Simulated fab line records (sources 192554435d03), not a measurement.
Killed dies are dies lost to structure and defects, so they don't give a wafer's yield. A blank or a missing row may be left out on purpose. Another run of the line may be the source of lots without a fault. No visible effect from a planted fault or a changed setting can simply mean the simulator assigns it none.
Which tool is to blame? + flow n5Finfet + 9 lots with 27 wafers sampled at 8 steps, on a route of 1938 steps

== WHAT THE GAUGES SHOWED, per wafer ==
N5_BEOL_M1_INSPECT_59: inspects for defects (darkfield).
| lot  | measured     | on               | rawDefectCount |
|------|--------------|------------------|----------------|
| L270 | day 7 11:19  | defectInspect-01 | 46 99 96       |
| L271 | day 7 22:47  | defectInspect-01 | 40 31 59       |
| L272 | day 8 01:41  | defectInspect-01 | 58 91 91       |
| L274 | day 8 20:55  | defectInspect-01 | 78 93 46       |
| L275 | day 9 06:05  | defectInspect-02 | 74 485 77      |
| L280 | day 10 00:47 | defectInspect-01 | 479 531 69     |
| L286 | day 12 03:21 | defectInspect-01 | 67 96 70       |
| L289 | day 12 11:48 | defectInspect-02 | 67 56 63       |
| L288 | day 12 15:10 | defectInspect-01 | 51 85 57       |

N5_BEOL_M2_INSPECT_13: inspects for defects (brightfield).
| lot  | measured     | on               | rawDefectCount |
|------|--------------|------------------|----------------|
| L270 | day 7 14:14  | defectInspect-02 | 413 527 365    |
| L271 | day 8 00:00  | defectInspect-01 | 398 343 499    |
| L272 | day 8 08:10  | defectInspect-02 | 355 649 498    |
| L274 | day 8 22:05  | defectInspect-02 | 308 470 340    |
| L275 | day 9 08:35  | defectInspect-01 | 383 749 376    |
| L280 | day 10 01:43 | defectInspect-01 | 714 992 428    |
| L286 | day 12 04:51 | defectInspect-02 | 259 321 338    |
| L289 | day 12 12:39 | defectInspect-01 | 242 275 259    |
| L288 | day 12 17:31 | defectInspect-02 | 361 389 373    |

N5_BEOL_M2_INSPECT_30: inspects for defects (brightfield).
| lot  | measured     | on               | rawDefectCount |
|------|--------------|------------------|----------------|
| L270 | day 7 15:24  | defectInspect-01 | 400 532 414    |
| L271 | day 8 00:58  | defectInspect-02 | 391 347 495    |
| L272 | day 8 09:12  | defectInspect-02 | 353 618 479    |
| L274 | day 8 22:59  | defectInspect-02 | 311 460 346    |
| L275 | day 9 09:27  | defectInspect-01 | 383 752 371    |
| L280 | day 10 02:43 | defectInspect-02 | 707 972 432    |
| L286 | day 12 05:47 | defectInspect-02 | 281 335 340    |
| L289 | day 12 13:39 | defectInspect-02 | 271 282 255    |
| L288 | day 12 18:32 | defectInspect-01 | 378 385 362    |

N5_BEOL_M4_RC_MEAS_101.
| lot  | measured     | on        | DIBL_N (mV/V)  | DIBL_P (mV/V) | IOFF_N (nA/um) | IOFF_P (nA/um) | ION_N (uA/um) | ION_P (uA/um) | SS_N (mV/dec)  | SS_P (mV/dec)  | VT_N (mV)   | VT_P (mV)      |
|------|--------------|-----------|----------------|---------------|----------------|----------------|---------------|---------------|----------------|----------------|-------------|----------------|
| L270 | day 9 14:45  | prober-02 | 31.4 36.5 35.3 | 29 36 34      | 0.09 0.17 0.14 | 0.13 0.21 0.18 | 648 691 677   | 452 470 463   | 69.9 71.7 71.3 | 71.0 72.6 72.5 | 256 246 252 | -257 -249 -253 |
| L271 | day 10 00:55 | prober-02 | 32.8 35.5 34.9 | 32 35 34      | 0.11 0.15 0.14 | 0.14 0.19 0.16 | 648 673 696   | 457 457 462   | 70.1 70.9 72.1 | 72.0 72.6 73.0 | 253 249 250 | -255 -253 -255 |
| L272 | day 10 10:13 | prober-02 | 31.4 31.9 34.2 | 30 31 34      | 0.10 0.11 0.12 | 0.14 0.14 0.17 | 677 659 652   | 464 458 451   | 70.5 70.4 71.1 | 72.7 72.8 73.1 | 257 256 257 | -254 -254 -257 |
| L274 | day 10 14:48 | prober-02 | 38.0 36.2 37.5 | 36 36 36      | 0.17 0.13 0.17 | 0.23 0.22 0.21 | 672 671 683   | 461 461 460   | 72.2 71.8 72.0 | 73.8 72.7 73.7 | 249 255 249 | -250 -250 -252 |
| L275 | day 10 19:54 | prober-01 | 37.4 38.3 39.2 | 37 37 40      | 0.14 0.16 0.18 | 0.21 0.23 0.28 | 667 686 690   | 468 472 473   | 71.6 71.9 71.7 | 73.1 73.2 74.1 | 254 251 247 | -250 -249 -247 |
| L280 | day 11 17:33 | prober-02 | 33.3 38.7 36.7 | 34 39 35      | 0.12 0.24 0.18 | 0.18 0.25 0.19 | 656 684 653   | 454 456 445   | 71.3 72.1 72.6 | 73.1 75.0 73.5 | 254 244 252 | -254 -251 -254 |
| L286 | day 13 10:51 | prober-01 | 36.5 32.8 35.4 | 35 31 34      | 0.14 0.10 0.13 | 0.19 0.14 0.17 | 663 659 670   | 462 453 461   | 70.9 70.5 71.1 | 72.6 72.4 72.0 | 250 256 252 | -251 -256 -255 |
| L289 | day 14 07:26 | prober-01 | 28.6 32.5 32.1 | 29 32 33      | 0.06 0.11 0.11 | 0.09 0.12 0.13 | 633 658 677   | 435 440 462   | 70.3 71.0 70.6 | 70.7 71.9 71.7 | 264 256 253 | -265 -259 -259 |
| L288 | day 14 07:22 | prober-02 | 40.0 36.7 41.0 | 38 34 40      | 0.21 0.14 0.23 | 0.22 0.16 0.25 | 677 659 689   | 457 448 467   | 72.4 71.2 72.3 | 73.5 72.5 74.2 | 249 253 247 | -253 -257 -252 |

== TOOL THAT RAN EACH LOT (tool first, then ch and the chambers of the sampled wafers, then the start) ==
| lot  | N5_BEOL_M1_SPUTTER_86       | N5_BEOL_M1_ANNEAL_91        | N5_BEOL_M1_CO_CAP_55            | N5_BEOL_M2_HM_DEP_02        |
|------|-----------------------------|-----------------------------|---------------------------------|-----------------------------|
| L270 | pvdSputter-01, day 7 09:05  | pvdSputter-01, day 7 09:36  | cvdCo-01 ch 0,1, day 7 11:05    | pvdSputter-01, day 7 13:37  |
| L271 | pvdSputter-01, day 7 20:32  | pvdSputter-01, day 7 21:03  | cvdCo-02 ch 0,1, day 7 22:34    | pvdSputter-02, day 7 23:31  |
| L272 | pvdSputter-01, day 7 23:21  | pvdSputter-01, day 7 23:52  | cvdCo-01 ch 1,2, day 8 01:28    | pvdSputter-02, day 8 07:32  |
| L274 | pvdSputter-01, day 8 18:44  | pvdSputter-01, day 8 19:16  | cvdCo-02 ch 1,2, day 8 20:43    | pvdSputter-03, day 8 21:29  |
| L275 | pvdSputter-01, day 9 03:54  | pvdSputter-01, day 9 04:25  | cvdCo-01 ch 0,1,2, day 9 05:52  | pvdSputter-03, day 9 08:05  |
| L280 | pvdSputter-02, day 9 22:37  | pvdSputter-02, day 9 23:08  | cvdCo-01 ch 0,1, day 10 00:35   | pvdSputter-02, day 10 01:07 |
| L286 | pvdSputter-02, day 12 01:11 | pvdSputter-02, day 12 01:42 | cvdCo-02 ch 0,1,2, day 12 03:08 | pvdSputter-03, day 12 04:14 |
| L289 | pvdSputter-03, day 12 09:38 | pvdSputter-03, day 12 10:09 | cvdCo-01 ch 0,1,2, day 12 11:35 | pvdSputter-03, day 12 12:03 |
| L288 | pvdSputter-03, day 12 12:49 | pvdSputter-03, day 12 13:20 | cvdCo-01 ch 0,2, day 12 14:52   | pvdSputter-03, day 12 16:55 |
- N5_BEOL_M1_SPUTTER_86: material Cu, target thk 4.5 nm, time 8.29 s.
- N5_BEOL_M1_ANNEAL_91: time 240 s.
- N5_BEOL_M1_CO_CAP_55: material Co, precursor CCTBA/H2, target thk 2 nm, time 102.1 s.
- N5_BEOL_M2_HM_DEP_02: deposits TiN, target thk 20 nm.

== WHAT THE TOOLS THEMSELVES READ (means of the sampled wafers that have a number; where no wafer has one, the mark that the record gives instead) ==
N5_BEOL_M1_SPUTTER_86.
| lot  | tool          | throttleValvePct (%) |
|------|---------------|----------------------|
| L270 | pvdSputter-01 | 29.5                 |
| L271 | pvdSputter-01 | 29.9                 |
| L272 | pvdSputter-01 | 29.7                 |
| L274 | pvdSputter-01 | 29.2                 |
| L275 | pvdSputter-01 | 29.8                 |
| L280 | pvdSputter-02 | 29.3                 |
| L286 | pvdSputter-02 | 30.7                 |
| L289 | pvdSputter-03 | 29.1                 |
| L288 | pvdSputter-03 | 29.7                 |

N5_BEOL_M1_ANNEAL_91.
| lot  | tool          | heaterPowerW (W) |
|------|---------------|------------------|
| L270 | pvdSputter-01 | 835              |
| L271 | pvdSputter-01 | 771              |
| L272 | pvdSputter-01 | 815              |
| L274 | pvdSputter-01 | 837              |
| L275 | pvdSputter-01 | 792              |
| L280 | pvdSputter-02 | 849              |
| L286 | pvdSputter-02 | 843              |
| L289 | pvdSputter-03 | 778              |
| L288 | pvdSputter-03 | 850              |

N5_BEOL_M1_CO_CAP_55.
| lot  | tool     | heaterPowerW (W) |
|------|----------|------------------|
| L270 | cvdCo-01 | 241              |
| L271 | cvdCo-02 | 210              |
| L272 | cvdCo-01 | 198              |
| L274 | cvdCo-02 | 228              |
| L275 | cvdCo-01 | 230              |
| L280 | cvdCo-01 | 259              |
| L286 | cvdCo-02 | 216              |
| L289 | cvdCo-01 | 230              |
| L288 | cvdCo-01 | 244              |

N5_BEOL_M2_HM_DEP_02.
| lot  | tool          | throttleValvePct (%) |
|------|---------------|----------------------|
| L270 | pvdSputter-01 | 29.3                 |
| L271 | pvdSputter-02 | 30.9                 |
| L272 | pvdSputter-02 | 30.2                 |
| L274 | pvdSputter-03 | 30.3                 |
| L275 | pvdSputter-03 | 30.5                 |
| L280 | pvdSputter-02 | 30.0                 |
| L286 | pvdSputter-03 | 29.0                 |
| L289 | pvdSputter-03 | 29.5                 |
| L288 | pvdSputter-03 | 28.8                 |

== THE ANSWER, worked out from the rows above alone ==
Rule: the lots themselves supply what counts as usual. Put in order of their means at a reading, lots are off if they are a third of the lots or fewer, leave a main group of 4 or more, and stand apart from it by a gap of 3 or more times the standard deviation of the main group's means; of several such gaps the widest counts. Not used: any main group whose means are identical at the precision the tables above print for the reading. Also off: a lot with no number at a reading for which 4 or more lots have one. The other lots that the step has rows for count as sound. First the gauges in route order, then the tools' own readings, where a lot's mean is used as printed above. The first step at which some lot is off is used, and at that step the reading that is off furthest; a lot without a number counts as furthest.
Off at N5_BEOL_M1_INSPECT_59 (rawDefectCount): L275, L280. The main group: mean 69, standard deviation 12.
If a tool, at a process step before that reading, ran all the lots that are off and no sound lot after the first of them, it fits. Those tools and the gauges at N5_BEOL_M1_INSPECT_59 are tried in the same way. Not one of the candidates tried fits.

== WHAT THE SIMULATOR PUT IN ==
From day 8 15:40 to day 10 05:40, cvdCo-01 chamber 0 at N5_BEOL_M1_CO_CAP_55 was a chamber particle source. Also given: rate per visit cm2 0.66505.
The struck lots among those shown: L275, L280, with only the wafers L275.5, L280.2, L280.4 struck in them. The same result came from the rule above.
